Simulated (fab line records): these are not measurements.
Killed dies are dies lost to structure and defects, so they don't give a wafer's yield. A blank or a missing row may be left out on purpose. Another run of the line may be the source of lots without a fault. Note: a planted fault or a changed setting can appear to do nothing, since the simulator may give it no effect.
Matching of chambers    flow n5Finfet    N5_BEOL_M13_ETCH_59 on rieDiel-04: 4 sister chambers
The step etches BARC in N2/H2, target depth 89 nm, overetch 26.7 nm, time 67.9 s. 18 wafers are shown with their chamber, then 9 later ones without.

## EACH WAFER AND ITS CHAMBER
wafer   chamber  drypumpMotorCurrentA (A)  oesProductAu (a.u.)  showerheadPlenumPTorr (Torr)
L076.2  2        5.2                       0.71                 2.59
L076.5  3        5.9                       0.61                 2.60
L076.6  0        5.6                       0.76                 2.58
L077.2  3        5.8                       0.61                 2.59
L077.4  2        5.2                       0.71                 2.58
L077.6  0        5.6                       0.75                 2.58
L081.1  2        5.2                       0.70                 2.58
L081.4  3        5.9                       0.60                 2.59
L081.6  0        5.6                       0.74                 2.58
L083.3  3        5.9                       0.60                 2.59
L083.4  0        5.6                       0.74                 2.58
L083.5  2        5.2                       0.70                 2.58
L085.1  1        5.4                       0.62                 2.54
L085.2  3        5.8                       0.60                 2.59
L085.6  0        5.6                       0.74                 2.58
L086.2  2        5.2                       0.69                 2.58
L086.3  3        5.8                       0.60                 2.59
L086.6  1        5.4                       0.62                 2.54

SIGNATURES, as means of the wafers listed above
reading                chamber 0  chamber 1  chamber 2  chamber 3  scatter within a chamber
drypumpMotorCurrentA   5.600      5.400      5.200      5.850      0.0327
oesProductAu           0.7460     0.6200     0.7020     0.6033     0.00724
showerheadPlenumPTorr  2.5800     2.5400     2.5820     2.5917     0.00342
Rule: distance of a wafer from a chamber = root of the sum over the readings of ((wafer's reading minus chamber's mean) / reading's scatter) squared. The wafer belongs to the nearest chamber; if the next one is less than 2 further off, it can't be placed. The scatter is the square root of a quotient: the sum, over the shown wafers, of each reading's squared deviation from its chamber's mean, divided by wafers minus chambers.

## WAFERS WHOSE CHAMBER IS MISSING
wafer   drypumpMotorCurrentA (A)  oesProductAu (a.u.)  showerheadPlenumPTorr (Torr)
L092.2  5.4                       0.61                 2.53
L092.3  5.2                       0.68                 2.57
L092.4  5.9                       0.82                 2.59
L090.2  5.6                       0.72                 2.57
L090.3  5.4                       0.61                 2.53
L090.6  5.6                       0.72                 2.57
L095.1  5.5                       0.71                 2.57
L095.3  5.4                       0.60                 2.53
L095.4  5.2                       0.67                 2.57

## EACH ONE'S CHAMBER
wafer    from the rows above   in truth
L092.2   1                     1
L092.3   2                     2
L092.4   0                     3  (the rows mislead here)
L090.2   0                     0
L090.3   1                     1
L090.6   0                     0
L095.1   0                     0
L095.3   1                     1
L095.4   2                     2
Placed correctly: 8 of 9. Not placeable from these rows: 0. Wrongly placed: 1.
